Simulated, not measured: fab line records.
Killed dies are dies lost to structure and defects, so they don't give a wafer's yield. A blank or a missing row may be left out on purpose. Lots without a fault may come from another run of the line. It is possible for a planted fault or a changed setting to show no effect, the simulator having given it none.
Which tool did it? / flow nand harc / route of 1302 steps, sampled at 1 step: 12 lots, 36 wafers

== WHAT EACH GAUGE READ, for each wafer ==
NHARC_P_M0_OVL_MEAS_10: pitch 180 nm.
lot=L075; measured=day 6 09:56; on=overlay-01; overlay x nm (nm)=0.5 0.3 0.6
lot=L077; measured=day 7 03:29; on=overlay-01; overlay x nm (nm)=-2.2 -1.6 -1.6
lot=L079; measured=day 8 04:25; on=overlay-01; overlay x nm (nm)=0.7 0.5 0.1
lot=L081; measured=day 9 00:31; on=overlay-01; overlay x nm (nm)=0.3 0.6 0.9
lot=L083; measured=day 9 17:31; on=overlay-01; overlay x nm (nm)=0.5 0.4 0.4
lot=L085; measured=day 10 13:22; on=overlay-02; overlay x nm (nm)=-1.4 -1.3 -1.3
lot=L087; measured=day 11 13:37; on=overlay-01; overlay x nm (nm)=0.5 0.5 0.1
lot=L089; measured=day 12 03:49; on=overlay-01; overlay x nm (nm)=-0.8 -0.6 -0.3
lot=L091; measured=day 12 22:43; on=overlay-01; overlay x nm (nm)=0.3 0.2 0.0
lot=L093; measured=day 13 22:35; on=overlay-02; overlay x nm (nm)=1.0 1.1 0.8
lot=L095; measured=day 15 09:25; on=overlay-01; overlay x nm (nm)=-0.3 -1.1 -0.4
lot=L097; measured=day 15 21:18; on=overlay-02; overlay x nm (nm)=-1.4 -1.0 -1.1

== TOOL THAT RAN EACH LOT (tool first, then ch and the chambers of the sampled wafers, then the start) ==
The record holds no process step before these readings.

== THE ANSWER, worked out from the rows above alone ==
Rule: what is usual is taken from the lots themselves. The widest of any qualifying gaps counts: lots, ordered by their means at a reading, are off when they make up no more than a third of the lots, leave a main group of 4 or more, and stand apart from it by 3 or more times the standard deviation of that group's means. The tables above print the reading to a certain number of digits; a main group whose means all agree to those digits is not used. A lot without any number at a reading at which 4 lots or more have one is off too. The other lots that the step has rows for count as sound.
Nothing can be told from this: no lot is off at any reading shown.

== WHAT WAS PUT IN BY THE SIMULATOR ==
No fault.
